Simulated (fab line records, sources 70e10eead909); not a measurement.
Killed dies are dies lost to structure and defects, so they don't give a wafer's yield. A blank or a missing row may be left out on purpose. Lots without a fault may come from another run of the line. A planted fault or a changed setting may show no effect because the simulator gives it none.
fab line records | flow nand_harc
record lots=6 wafers=18 last_day=32
route steps=1302 shown A_CONTACT@994 END@1302
lots that met no fault: from a run of the same line without faults
start_h: hours from the record's first day to the start of the lot's first wafer shown | wait_h: hours since the lot's step before | " the same as in the row above | L1.1+2: a row that stands for several wafers | - no value, or no start given | * or withheld: withheld | < > ~ a bound
route shown NAME@n: a module of which the file shows steps, and the number in the route of the first | usual: mean/standard deviation of fault-free wafers | same: alike in all rows | chamber/n: place in a boat | sites: the reading at each site | _std_site: their standard deviation | _edge_site: outer sites' mean less inner sites' | radius_mm: how far each site lies from the wafer's centre | mask NAME#n: copy n | behind: the tool/chamber that last shaped the wafer | hold: why the lot was held/for how many hours/how that ended | device: the transistor (n, p or np) that didn't switch | end of line: the same wafers' tests at the end of the route | a step without rows: its recipe alone | killed: dies lost to structure and defects at the first sort, not the wafer's yield | map: a wafer's dies, x killed, . not, _ none there
set.NAME: the setting as run; set.NAME@STEP: as run at that earlier step | model.NAME: the simulator's own value behind a step, which no gauge read
lots at some steps of the route; a table a step, a row a wafer
services: from which hour (start_h, from the record's first day; less than 0 if before it) a tool's chamber was out of use, for how many hours, and why
## steps
# step NHARC_A_CONTACT_EXPOSE_39
# recipe na=1.35 sigma_outer=0.8 dose_mj=58.79 mask_id=A_CC_3
# step NHARC_A_CONTACT_PEB_40
# recipe peb_temp_c=100 peb_time_s=65
# step NHARC_A_CONTACT_DEVELOP_41
# recipe develop_time_s=35 dev_temp_c=23
# step NHARC_A_CONTACT_CD_MEAS_42
# recipe target_cd_nm=300 landing_energy_ev=500
# usual cd_nm=299.9/0.62
# columns lot.wafer tool chamber start_h wait_h cd_nm
L614.1 cd_sem-02 0 510.61 - 299.9
L614.3 " 0 " " 299.1
L614.6 " 0 " " 300.8
L615.2 cd_sem-01 0 524.92 - 299.9
L615.3 " 0 " " 300.2
L615.6 " 0 " " 300.1
L621.1 cd_sem-03 0 610.47 - 300.3
L621.4 " 0 " " 300.0
L621.5 " 0 " " 300.4
L625.1 cd_sem-02 0 657.41 - 299.4
L625.3 " 0 " " 299.3
L625.6 " 0 " " 299.6
L630.1 cd_sem-03 0 683.79 - 298.9
L630.2 " 0 " " 300.2
L630.6 " 0 " " 299.3
L632.1 cd_sem-01 0 693.63 - 300.9
L632.3 " 0 " " 301.1
L632.4 " 0 " " 300.2
# step NHARC_A_CONTACT_OVL_MEAS_43
# usual overlay_x_nm=-0.1/1 overlay_y_nm=0.0/0.77
# columns lot.wafer tool chamber start_h wait_h overlay_x_nm overlay_y_nm
L614.1 overlay-01 - 510.70 - -0.7 1.4
L614.3 " - " " -0.4 0.6
L614.6 " - " " -0.4 1.3
L615.2 overlay-01 - 525.01 - 1.0 0.0
L615.3 " - " " 0.8 0.0
L615.6 " - " " 0.7 -0.5
L621.1 overlay-02 - 610.56 - -0.9 -0.5
L621.4 " - " " -0.7 -0.5
L621.5 " - " " -0.9 -0.6
L625.1 overlay-02 - 657.50 - 0.9 0.4
L625.3 " - " " 0.7 0.0
L625.6 " - " " 0.7 -0.3
L630.1 overlay-02 - 683.88 - 0.9 0.7
L630.2 " - " " 1.2 0.2
L630.6 " - " " 0.6 0.3
L632.1 overlay-02 - 693.72 - -1.2 0.3
L632.3 " - " " -1.1 0.2
L632.4 " - " " -1.0 0.3
# step NHARC_A_CONTACT_INSPECT_44
# usual raw_defect_count=76/38
# columns lot.wafer tool chamber start_h wait_h raw_defect_count
L614.1 defect_inspect-02 - 510.74 0.0 25
L614.3 " - " " 25
L614.6 " - " " 23
L615.2 defect_inspect-01 - 525.05 0.0 145
L615.3 " - " " 154
L615.6 " - " " 138
L621.1 defect_inspect-02 - 610.60 0.0 34
L621.4 " - " " 36
L621.5 " - " " 39
L625.1 defect_inspect-02 - 657.53 0.0 47
L625.3 " - " " 49
L625.6 " - " " 57
L630.1 defect_inspect-02 - 683.91 0.0 93
L630.2 " - " " 121
L630.6 " - " " 113
L632.1 defect_inspect-02 - 693.75 0.0 104
L632.3 " - " " 90
L632.4 " - " " 81
# step NHARC_A_CONTACT_DESCUM_47
# recipe time_s=3 o2_flow_sccm=200 ar_flow_sccm=0 bias_power_w=0 chemistry=O2
# usual drypump_motor_current_A=5.5/0.5 oes_product_au=1.000/0.011 rf_vpp_V=57.9/0.82 showerhead_plenum_p_Torr=1.94/0.053 throttle_valve_pct=11.311/0.0096
# columns lot.wafer tool chamber start_h wait_h drypump_motor_current_A oes_product_au rf_hours_counter_h rf_vpp_V showerhead_plenum_p_Torr throttle_valve_pct
L614.1 rie_diel-02 0 510.82 0.1 4.9 0.992 31 57.5 1.98 11.317
L614.3 " 1 " " 6.1 0.981 35 59.5 2.02 11.317
L614.6 " 3 " " 5.1 1.012 - 58.8 1.83 11.308
L615.2 rie_diel-05 1 525.11 0.1 4.7 0.982 32 57.0 1.88 11.305
L615.3 " 3 " " 5.7 0.991 26 58.2 1.94 11.304
L615.6 " 2 " " 5.9 1.000 - 56.5 1.92 11.295
L621.1 rie_diel-13 2 610.68 0.1 6.0 1.017 13 59.5 1.98 11.302
L621.4 " 3 " " 5.2 1.010 - 57.6 1.96 11.310
L621.5 " 1 " " 6.0 0.994 - 56.3 1.95 11.291
L625.1 rie_diel-13 2 657.59 0.1 6.0 1.018 24 59.5 1.98 11.315
L625.3 " 3 " " 5.2 1.006 21 57.2 1.95 11.306
L625.6 " 2 " " 6.0 1.020 - 59.3 1.98 11.311
L630.1 rie_diel-05 0 683.97 0.1 4.7 1.005 27 57.6 2.02 11.311
L630.2 " 3 " " 5.7 0.999 30 57.2 1.92 11.303
L630.6 " 0 " " 4.7 0.991 - 57.6 2.02 11.305
L632.3 rie_diel-02 2 693.82 0.1 5.7 0.989 36 58.4 1.90 11.317
L632.4 " 3 " " 5.1 1.003 36 57.2 1.82 11.315
L632.1 " 0 " " 4.8 0.994 35 56.6 1.96 11.316
# step NHARC_A_CONTACT_ETCH_48
# recipe target_depth_a=390 over_etch_frac=0.3 time_s=65 ion_energy_ev=80 cf4_flow_sccm=150 ar_flow_sccm=0 rf_w=300 bias_w=100 chemistry=CF4
# step NHARC_A_CONTACT_ETCH_49
# recipe target_depth_a=2600 over_etch_frac=0.3 time_s=475.3 ion_energy_ev=200 n2_flow_sccm=150 h2_flow_sccm=150 ar_flow_sccm=0 rf_w=400 bias_w=150 chemistry=N2/H2
# step NHARC_A_CONTACT_ETCH_50
# recipe target_depth_a=1210 time_s=60.5 cf4_flow_sccm=100 chf3_flow_sccm=30 ar_flow_sccm=0 rf_w=500 bias_w=200 chemistry=CF4/CHF3
# usual drypump_motor_current_A=5.5/0.5 oes_product_au=0.944/0.024 rf_vpp_V=371.2/1.7 showerhead_plenum_p_Torr=1.59/0.043 throttle_valve_pct=16.802/0.0092
# columns lot.wafer tool chamber start_h wait_h drypump_motor_current_A oes_product_au rf_hours_counter_h rf_vpp_V showerhead_plenum_p_Torr throttle_valve_pct
L614.1 rie_diel-02 0 - - 4.9 0.916 31 372.3 1.63 16.796
L614.3 " 1 " " 6.1 0.904 35 373.6 1.66 16.805
L614.6 " 0 " " 4.9 0.908 - 372.0 1.63 16.800
L615.2 rie_diel-05 3 - - 5.8 0.919 26 372.2 1.59 16.792
L615.3 " 1 " " 4.7 0.916 33 371.0 1.55 16.805
L615.6 " 0 " " 4.6 0.922 - 374.7 1.67 16.802
L621.1 rie_diel-13 2 - - 6.0 0.969 13 373.9 1.63 16.798
L621.4 " 2 " " 6.0 0.975 - 373.7 1.63 16.824
L621.5 " 3 " " 5.2 0.953 - 373.5 1.61 16.806
L625.3 rie_diel-13 2 - - 6.0 0.982 24 372.4 1.63 16.811
L625.1 " 3 " " 5.2 0.966 21 372.2 1.60 16.789
L625.6 " 1 " " 6.0 0.962 - 371.3 1.60 16.809
L630.2 rie_diel-05 3 - - 5.7 0.930 31 370.6 1.58 16.809
L630.1 " 1 " " 4.7 0.925 29 369.3 1.54 16.812
L630.6 " 1 " " 4.7 0.933 - 369.6 1.54 16.819
L632.3 rie_diel-02 2 - - 5.7 0.924 36 368.4 1.56 16.800
L632.4 " 3 " " 5.1 0.925 36 368.4 1.50 16.799
L632.1 " 0 " " 4.9 0.920 36 371.4 1.61 16.807
# step NHARC_A_CONTACT_ETCH_51
# recipe target_depth_a=70000 over_etch_frac=0.3 time_s=1820 ion_energy_ev=150 o2_flow_sccm=400 cos_flow_sccm=20 ar_flow_sccm=0 rf_w=500 bias_w=300 chemistry=O2/COS
# step NHARC_A_CONTACT_ETCH_111
# recipe source_w=withheld pressure_mtorr=20 bias_v=withheld time_s=140 target_depth_a=7000 ar_flow_sccm=withheld c4f8_flow_sccm=withheld o2_flow_sccm=withheld chemistry=C4F8/O2/Ar
# step NHARC_A_CONTACT_ETCH_112
# recipe source_w=withheld pressure_mtorr=20 bias_v=3000 time_s=190 target_depth_a=18500 ar_flow_sccm=withheld c4f8_flow_sccm=withheld o2_flow_sccm=withheld chemistry=C4F8/O2/Ar
# columns lot.wafer tool chamber start_h wait_h rf_hours_counter_h
L614.1 har_cap_etch-03 0 512.85 0.2 45
L614.3 " 1 " " -
L614.6 " 0 " " -
L615.2 har_cap_etch-02 1 527.34 0.2 92
L615.3 " 1 " " -
L615.6 " 0 " " -
L621.1 har_cap_etch-01 1 613.07 0.2 16
L621.4 " 0 " " -
L621.5 " 0 " " -
L625.1 har_cap_etch-03 0 660.06 0.2 68
L625.3 " 1 " " -
L625.6 " 1 " " -
L630.2 har_cap_etch-02 1 686.37 0.2 119
L630.1 " 0 " " 119
L630.6 " 1 " " -
L632.1 har_cap_etch-02 1 695.84 0.2 121
L632.3 " 1 " " -
L632.4 " 0 " " -
# step NHARC_A_CONTACT_ETCH_113
# recipe source_w=withheld pressure_mtorr=20 bias_v=3000 time_s=190 target_depth_a=18500 ar_flow_sccm=withheld c4f8_flow_sccm=withheld o2_flow_sccm=withheld chemistry=C4F8/O2/Ar
# step NHARC_A_CONTACT_ETCH_114
# recipe source_w=withheld pressure_mtorr=20 bias_v=3000 time_s=190 target_depth_a=18500 ar_flow_sccm=withheld c4f8_flow_sccm=withheld o2_flow_sccm=withheld chemistry=C4F8/O2/Ar
# step NHARC_A_CONTACT_ETCH_115
# recipe source_w=withheld pressure_mtorr=20 bias_v=3000 time_s=190 target_depth_a=18500 ar_flow_sccm=withheld c4f8_flow_sccm=withheld o2_flow_sccm=withheld chemistry=C4F8/O2/Ar
# columns lot.wafer tool chamber start_h wait_h rf_hours_counter_h
L614.1 har_cap_etch-03 0 513.36 0.1 45
L614.3 " 1 " " -
L614.6 " 0 " " -
L615.2 har_cap_etch-02 1 527.85 0.1 93
L615.3 " 1 " " -
L615.6 " 0 " " -
L621.1 har_cap_etch-01 1 613.58 0.1 17
L621.4 " 0 " " -
L621.5 " 0 " " -
L625.1 har_cap_etch-03 0 660.74 0.2 68
L625.3 " 1 " " -
L625.6 " 1 " " -
L630.2 har_cap_etch-02 1 686.88 0.1 119
L630.1 " 0 " " 119
L630.6 " 1 " " -
L632.1 har_cap_etch-02 1 696.36 0.1 121
L632.3 " 1 " " -
L632.4 " 0 " " -
# step NHARC_A_CONTACT_ETCH_116
# recipe source_w=withheld pressure_mtorr=20 bias_v=3000 time_s=190 target_depth_a=18500 ar_flow_sccm=withheld c4f8_flow_sccm=withheld o2_flow_sccm=withheld chemistry=C4F8/O2/Ar
# step NHARC_A_CONTACT_ETCH_117
# recipe source_w=withheld pressure_mtorr=20 bias_v=3000 time_s=190 target_depth_a=18500 ar_flow_sccm=withheld c4f8_flow_sccm=withheld o2_flow_sccm=withheld chemistry=C4F8/O2/Ar
# step NHARC_A_CONTACT_ETCH_118
# recipe source_w=withheld pressure_mtorr=20 bias_v=3000 time_s=190 target_depth_a=18500 ar_flow_sccm=withheld c4f8_flow_sccm=withheld o2_flow_sccm=withheld chemistry=C4F8/O2/Ar
# step NHARC_A_CONTACT_ETCH_119
# recipe source_w=withheld pressure_mtorr=20 bias_v=3000 time_s=190 target_depth_a=18500 ar_flow_sccm=withheld c4f8_flow_sccm=withheld o2_flow_sccm=withheld chemistry=C4F8/O2/Ar
# step NHARC_A_CONTACT_ETCH_120
# recipe source_w=withheld pressure_mtorr=20 bias_v=3000 time_s=190 target_depth_a=18500 ar_flow_sccm=withheld c4f8_flow_sccm=withheld o2_flow_sccm=withheld chemistry=C4F8/O2/Ar
# columns lot.wafer tool chamber start_h wait_h rf_hours_counter_h
L614.1 har_cap_etch-03 0 514.22 0.1 46
L614.3 " 1 " " -
L614.6 " 0 " " -
L615.2 har_cap_etch-02 1 528.70 0.1 93
L615.3 " 1 " " -
L615.6 " 0 " " -
L621.1 har_cap_etch-01 1 614.44 0.1 18
L621.4 " 0 " " -
L621.5 " 0 " " -
L625.1 har_cap_etch-03 0 661.88 0.2 69
L625.3 " 1 " " -
L625.6 " 1 " " -
L630.2 har_cap_etch-02 1 687.74 0.1 120
L630.1 " 0 " " 120
L630.6 " 1 " " -
L632.1 har_cap_etch-02 1 697.22 0.1 122
L632.3 " 1 " " -
L632.4 " 0 " " -
# step NHARC_A_CONTACT_ETCH_121
# recipe source_w=withheld pressure_mtorr=20 bias_v=3000 time_s=190 target_depth_a=18500 ar_flow_sccm=withheld c4f8_flow_sccm=withheld o2_flow_sccm=withheld chemistry=C4F8/O2/Ar
# step NHARC_A_CONTACT_ETCH_122
# recipe source_w=withheld pressure_mtorr=20 bias_v=3000 time_s=190 target_depth_a=18500 ar_flow_sccm=withheld c4f8_flow_sccm=withheld o2_flow_sccm=withheld chemistry=C4F8/O2/Ar
# step NHARC_A_CONTACT_ETCH_123
# recipe source_w=withheld pressure_mtorr=20 bias_v=400 time_s=490 target_depth_a=21100 ar_flow_sccm=withheld c4f8_flow_sccm=11.5 o2_flow_sccm=7.2 chemistry=C4F8/O2/Ar
# step NHARC_A_CONTACT_ETCH_90
# recipe target_depth_a=400 over_etch_frac=0.5 time_s=85.7 ion_energy_ev=120 ch3f_flow_sccm=50 o2_flow_sccm=30 ar_flow_sccm=200 rf_w=500 bias_w=100 chemistry=CH3F/O2
# step NHARC_A_CONTACT_ETCH_96
# recipe target_depth_a=200 over_etch_frac=0.5 time_s=10 ion_energy_ev=250 c4f6_flow_sccm=25 o2_flow_sccm=20 ar_flow_sccm=500 rf_w=600 bias_w=500 chemistry=C4F6/O2
# step NHARC_A_CONTACT_CD_MEAS_53
# usual cd_nm=289.5/0.8
# columns lot.wafer tool chamber start_h wait_h cd_nm
L614.1 cd_sem-01 - 515.92 - 289.2
L614.3 " - " " 290.3
L614.6 " - " " 289.1
L615.2 cd_sem-03 - 530.54 - 289.7
L615.3 " - " " 290.3
L615.6 " - " " 289.9
L621.1 cd_sem-01 - 616.15 - 288.7
L621.4 " - " " 289.5
L621.5 " - " " 289.3
L625.1 cd_sem-01 - 663.89 - 290.1
L625.3 " - " " 290.6
L625.6 " - " " 290.5
L630.1 cd_sem-03 - 689.49 - 289.0
L630.2 " - " " 289.9
L630.6 " - " " 289.2
L632.1 cd_sem-03 - 699.20 - 289.3
L632.3 " - " " 290.4
L632.4 " - " " 289.4
# step NHARC_A_CONTACT_STRIP_99
# recipe n2_flow_sccm=150 h2_flow_sccm=150 ar_flow_sccm=0 bias_w=0 chemistry=N2/H2
# step NHARC_A_CONTACT_STRIP_100
# recipe cf4_flow_sccm=100 chf3_flow_sccm=30 ar_flow_sccm=0 bias_w=0 chemistry=CF4/CHF3
# step NHARC_A_CONTACT_STRIP_101
# recipe o2_flow_sccm=400 cos_flow_sccm=20 ar_flow_sccm=0 bias_w=0 chemistry=O2/COS
# step NHARC_A_CONTACT_ETCH_102
# recipe target_depth_a=1000 overetch_a=100 time_s=55 ion_energy_ev=100 cf4_flow_sccm=80 o2_flow_sccm=20 ar_flow_sccm=0 rf_w=300 bias_w=100 chemistry=CF4/O2
# step NHARC_A_CONTACT_STRIP_55
# recipe o2_flow_sccm=500 ar_flow_sccm=0 bias_w=0 chemistry=O2
# step NHARC_A_CONTACT_STRIP_56
# recipe time_s=600 temp_c=30 chemistry=post_etch_residue_remover
# step NHARC_A_CONTACT_DEP_57
# recipe target_thk_a=53000 temp_c=400 material=aC
# usual throttle_valve_pct=35.001/0.009
# columns lot.wafer tool chamber start_h wait_h throttle_valve_pct
L614.1 acl_dep-03 0 516.87 - 34.998
L614.3 " 0 517.94 - 35.007
L614.6 " 0 519.54 - 35.003
L615.2 acl_dep-03 0 532.17 - 34.999
L615.3 " 0 " " 34.991
L615.6 " 0 534.34 - 34.998
L621.1 acl_dep-02 0 623.34 - 34.988
L621.4 " 0 624.97 - 34.996
L621.5 " 0 " " 35.003
L625.1 acl_dep-02 0 666.03 - 34.994
L625.3 " 0 667.10 - 35.000
L625.6 " 0 668.72 - 35.002
L630.1 acl_dep-03 0 690.54 - 35.000
L630.2 " 0 " " 35.004
L630.6 " 0 693.22 - 35.001
L632.1 acl_dep-01 0 701.04 - 34.999
L632.3 " 0 702.10 - 35.003
L632.4 " 0 " " 35.000
# step NHARC_A_CONTACT_DEP_58
# recipe target_thk_a=900 target_thk_nm=90 temp_c=400 pressure_torr=3.5 flow_sccm=200 rf_w=350 material=SiON
# step NHARC_A_CONTACT_DEHYDRATE_59
# recipe temp_c=150 time_s=120
# step NHARC_A_CONTACT_HMDS_60
# recipe time_s=30
# step NHARC_A_CONTACT_COAT_61
# recipe temp_c=260 time_s=75
# step NHARC_A_CONTACT_COAT_62
# recipe temp_c=225 time_s=65
# step NHARC_A_CONTACT_COAT_63
# recipe spin_rpm=1500 resist_thk_nm=90
# step NHARC_A_CONTACT_SOFTBAKE_64
# recipe temp_c=105 time_s=55
# step NHARC_A_CONTACT_EBR_65
# step NHARC_END_SORT_01
# recipe temp_c=25
# usual killed_at_array=52/18 killed_at_other=0.6/1.1 killed_at_periphery=3.7/2.4 killed_dies=57/19 killed_open=3.1/1.7 killed_short=2.5/1.7
# same gross_dies=677
# columns lot.wafer tool chamber start_h wait_h killed_at_array killed_at_other killed_at_periphery killed_dies killed_open killed_short
L614.1 prober-01 0 592.51 2.5 29 1 1 31 3 2
L614.3 prober-01 0 594.10 3.1 26 0 2 28 3 5
L614.6 prober-01 0 596.49 4.0 30 0 4 34 2 2
L615.2 prober-01 0 601.11 2.8 80 2 2 84 1 3
L615.3 prober-01 0 601.91 3.1 67 0 1 68 2 1
L615.6 prober-01 0 604.33 4.0 81 5 1 87 1 0
L625.1 prober-01 0 737.55 2.5 38 0 5 43 3 2
L625.3 prober-01 0 739.16 3.1 39 0 5 44 4 1
L625.6 prober-01 0 741.58 4.0 55 0 2 57 5 7
L630.1 prober-01 0 763.24 2.5 164 0 5 169 6 3
L630.2 prober-01 0 764.03 2.8 149 0 0 149 0 3
L630.6 prober-01 0 767.23 4.0 133 0 3 136 4 2
L632.1 prober-02 0 772.20 2.5 132 0 8 140 2 2
L632.3 prober-02 0 773.79 3.1 126 1 5 132 0 2
L632.4 prober-02 0 774.58 3.4 171 0 6 177 2 3
# killed by level:class
L614.1 A_CHANNEL_HOLE_D2:chamber_film_flake=9 A_CHANNEL_HOLE_D1:chamber_film_flake=7 A_SGD_CUT:chamber_film_flake=4 A_CONTACT:chamber_film_flake=3 A_CHANNEL_FILL_D2:geometric_particle:short=2 A_CHANNEL_FILL_D2:geometric_particle:open=1 A_M0:geometric_particle:open=1 THIN_TSV:geometric_particle:open=1
L614.3 A_CHANNEL_HOLE_D1:chamber_film_flake=5 A_CONTACT:chamber_film_flake=5 A_CHANNEL_HOLE_D2:chamber_film_flake=4 A_SGD_CUT:chamber_film_flake=4 A_CHANNEL_FILL_D1:geometric_particle:short=3 A_STAIRCASE:chamber_film_flake=2 P_GATE:geometric_particle:short=1 P_CONTACT:geometric_particle:short=1
L614.6 A_CHANNEL_HOLE_D2:chamber_film_flake=8 A_CHANNEL_HOLE_D1:chamber_film_flake=6 A_CONTACT:chamber_film_flake=6 P_ZERO_WELL:chamber_film_flake=4 A_STAIRCASE:chamber_film_flake=4 A_SGD_CUT:chamber_film_flake=2 A_CHANNEL_HOLE_D1:geometric_particle:open=1 A_CHANNEL_HOLE_D2:geometric_particle:short=1
L615.2 A_CHANNEL_HOLE_D2:chamber_film_flake=28 A_CHANNEL_HOLE_D1:chamber_film_flake=20 A_SLIT:chamber_film_flake=17 A_STAIRCASE:chamber_film_flake=5 A_WL_FILL:chamber_film_flake=3 A_CHANNEL_FILL_D1:geometric_particle:short=2 P_GATE:chamber_film_flake=2 THIN_TSV:chamber_film_flake=2
L615.3 A_SLIT:chamber_film_flake=26 A_CHANNEL_HOLE_D1:chamber_film_flake=15 A_CHANNEL_HOLE_D2:chamber_film_flake=14 A_CONTACT:chamber_film_flake=5 A_STAIRCASE:chamber_film_flake=2 A_ONON_D1:geometric_particle:short=1 A_ONON_D1:geometric_particle:open=1 A_BLC:geometric_particle:open=1
L615.6 A_SLIT:chamber_film_flake=27 A_CHANNEL_HOLE_D1:chamber_film_flake=21 A_CHANNEL_HOLE_D2:chamber_film_flake=18 A_CONTACT:chamber_film_flake=10 HYBRID_BOND:chamber_film_flake=3 A_STAIRCASE:chamber_film_flake=2 THIN_TSV:chamber_film_flake=2 A_BLC:geometric_particle:open=1
L625.1 A_CHANNEL_HOLE_D2:chamber_film_flake=14 A_CHANNEL_HOLE_D1:chamber_film_flake=8 A_SLIT:chamber_film_flake=5 P_CONTACT:chamber_film_flake=4 A_CONTACT:chamber_film_flake=3 A_STAIRCASE:chamber_film_flake=2 A_ONON_D1:geometric_particle:open=1 A_DECK1_JOINT:geometric_particle:short=1
L625.3 A_CHANNEL_HOLE_D2:chamber_film_flake=18 A_CHANNEL_HOLE_D1:chamber_film_flake=10 A_SLIT:chamber_film_flake=4 A_STAIRCASE:chamber_film_flake=3 A_CHANNEL_FILL_D2:geometric_particle:open=2 P_CONTACT:chamber_film_flake=2 P_M1:chamber_film_flake=2 P_M1:geometric_particle:open=1
L625.6 A_CHANNEL_HOLE_D2:chamber_film_flake=19 A_CHANNEL_HOLE_D1:chamber_film_flake=15 A_STAIRCASE:chamber_film_flake=3 A_DECK1_JOINT:geometric_particle:short=2 A_BLC:geometric_particle:open=2 A_DECK1_JOINT:chamber_film_flake=2 A_ONON_D1:geometric_particle:short=1 A_ONON_D1:geometric_particle:open=1
L630.1 A_CONTACT:unspecified=100 A_SLIT:chamber_film_flake=29 A_CHANNEL_HOLE_D2:chamber_film_flake=15 A_CHANNEL_HOLE_D1:chamber_film_flake=8 P_CONTACT:geometric_particle:open=2 P_GATE:chamber_film_flake=2 A_CONTACT:chamber_film_flake=2 A_M1:chamber_film_flake=2
L630.2 A_CONTACT:unspecified=94 A_CHANNEL_HOLE_D2:chamber_film_flake=25 A_SLIT:chamber_film_flake=11 A_CHANNEL_HOLE_D1:chamber_film_flake=7 A_M1:chamber_film_flake=5 A_CONTACT:chamber_film_flake=2 A_ONON_D2:geometric_particle:short=1 A_CHANNEL_FILL_D2:geometric_particle:short=1
L630.6 A_CONTACT:unspecified=87 A_CHANNEL_HOLE_D1:chamber_film_flake=16 A_SLIT:chamber_film_flake=10 A_CONTACT:chamber_film_flake=5 A_CHANNEL_HOLE_D2:chamber_film_flake=4 A_M1:chamber_film_flake=4 A_STAIRCASE:chamber_film_flake=2 P_GATE:geometric_particle:short=1
L632.1 A_CONTACT:unspecified=90 A_CHANNEL_HOLE_D1:chamber_film_flake=14 A_SLIT:chamber_film_flake=14 A_CONTACT:chamber_film_flake=6 P_ZERO_WELL:chamber_film_flake=4 P_GATE:chamber_film_flake=2 A_STAIRCASE:chamber_film_flake=2 A_WL_FILL:chamber_film_flake=2
L632.3 A_CONTACT:unspecified=91 A_CHANNEL_HOLE_D1:chamber_film_flake=13 A_SLIT:chamber_film_flake=12 A_STAIRCASE:chamber_film_flake=4 A_CONTACT:chamber_film_flake=4 P_GATE:chamber_film_flake=3 A_SOURCE_PLATE:geometric_particle:short=1 A_CHANNEL_FILL_D1:geometric_particle:short=1
L632.4 A_CONTACT:unspecified=108 A_SLIT:chamber_film_flake=31 A_CHANNEL_HOLE_D1:chamber_film_flake=16 P_GATE:chamber_film_flake=4 A_CONTACT:chamber_film_flake=3 A_WL_FILL:chamber_film_flake=3 A_CHANNEL_FILL_D1:chamber_film_flake=2 A_STAIRCASE:chamber_film_flake=2
# map L630.1 (x killed, . not)
____________.____________
_________x.x...._________
_______xxxxx.x...x_______
______.x.xxxxxx....______
_____..x.xxxx.xx...._____
____x..xxxx.xxx.x....____
____....xxxx.xxx.....____
___.....xx.x.xxxx.....___
___.........x..xxxx...___
__......x.....x.x......__
__.x....x....xx........__
_..x...................._
_......................._
_.......x..............._
_......................._
_......................._
.........................
.x....x..................
...x.x.....x.............
...xxxxx.................
...xxxxxx.x..............
_.xxxxxxxxx............._
_..xxxxxxx.............._
_.xxxxxxxxx............._
_.xxxxxxxxx............._
_xxxxxxxxxxx............_
__xxxxxxxxx............__
__xxxxxxxx.............__
___xxxxxxxx...........___
___.xxxxxx............___
____xxxxx............____
____xxxx.............____
_____.xx............_____
______.x......xx...______
_______..........._______
_________.xx...._________
____________.____________
# map L632.4 (x killed, . not)
____________.____________
_________.x....._________
_______xxxxx.xx..._______
______x.xxx.xx.....______
_____..xxxxxxxx.xx.._____
____....xx.xx..x.....____
____..xxxxxx..xxx....____
___.........x.xx......___
___.......x...x.......___
__.....x.x..x..........__
__.......x.............__
_..............x..x....._
_...............x......._
_.............x.x......._
_......................._
_..x...........x........_
...x..x.x................
..x...........x..........
..x...x.x................
..x.xxxxx..............x.
..xxxxxxxx...x..........x
_xxxxxxxxx..x..........._
_xxxxxxxxxx............._
_.xxxxxxxxxx............_
_xxxxxxxxxx...........x._
_.xxxxxxxxxx............_
__xxxxxxxxxx...........__
__xxxxxxxx....x........__
___xxxxxxxx...........___
___xxxxxx..x.x........___
____xxxxx..........x.____
____..xxx..x.........____
_____x....x........._____
______.............______
_______..........._______
_________......._________
____________.____________
## services
# columns tool chamber start_h hours kind
rie_diel-05 0 491.62 - clean
rie_diel-05 1 491.62 - clean
rie_diel-05 2 491.62 - clean
rie_diel-02 3 494.57 6.8 repair
har_cap_etch-01 - 497.26 17.0 pm
rie_diel-05 3 497.36 12.1 repair
rie_diel-05 0 502.32 10.3 repair
rie_diel-13 - 519.17 9.0 pm
har_cap_etch-01 - 549.85 1.2 repair
rie_diel-02 - 553.86 0.2 repair
acl_dep-01 - 554.55 13.0 pm
rie_diel-02 - 572.37 9.0 pm
rie_diel-13 0 580.67 9.0 repair
rie_diel-05 - 586.36 9.0 pm
rie_diel-13 2 598.16 1.7 repair
acl_dep-02 - 604.29 13.0 pm
rie_diel-13 0 607.98 22.1 repair
rie_diel-02 2 615.15 3.0 repair
rie_diel-13 3 631.30 3.7 repair
rie_diel-05 0 646.93 4.1 repair
rie_diel-13 0 651.41 12.4 repair
acl_dep-03 - 662.61 13.0 pm
rie_diel-05 2 676.54 28.7 repair
rie_diel-13 - 696.53 9.0 pm
## key
first_sign step=NHARC_END_SORT_01 reading=killed_at_array direction=up sigmas=5.1 usual=52 struck=146
effect step=NHARC_END_SORT_01 reading=killed_dies direction=up sigmas=4.9 usual=57 struck=150
more_kills_born_at NHARC_A_CONTACT_ETCH_112@har_cap_etch-02=553
met_at NHARC_A_CONTACT_ETCH_112
struck_wafers L630.1,L630.2,L630.6,L632.1,L632.3,L632.4
tester_left_out L630,L632
onset_between 527.34 686.37
also_fits time
fault kind=chamber_particle_source tool=har_cap_etch-02 chamber=- onset_h=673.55 steps=NHARC_A_CONTACT_ETCH_112 rate_per_visit_cm2=2.1922 end_h=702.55
# tester_left_out: of these lots the tester's yield and bins aren't shown, on N5 and GAA mostly nor the transistor test; their killed dies are dies lost to structure and defects alone, not to doping, threshold or leakage, so they don't give the yield
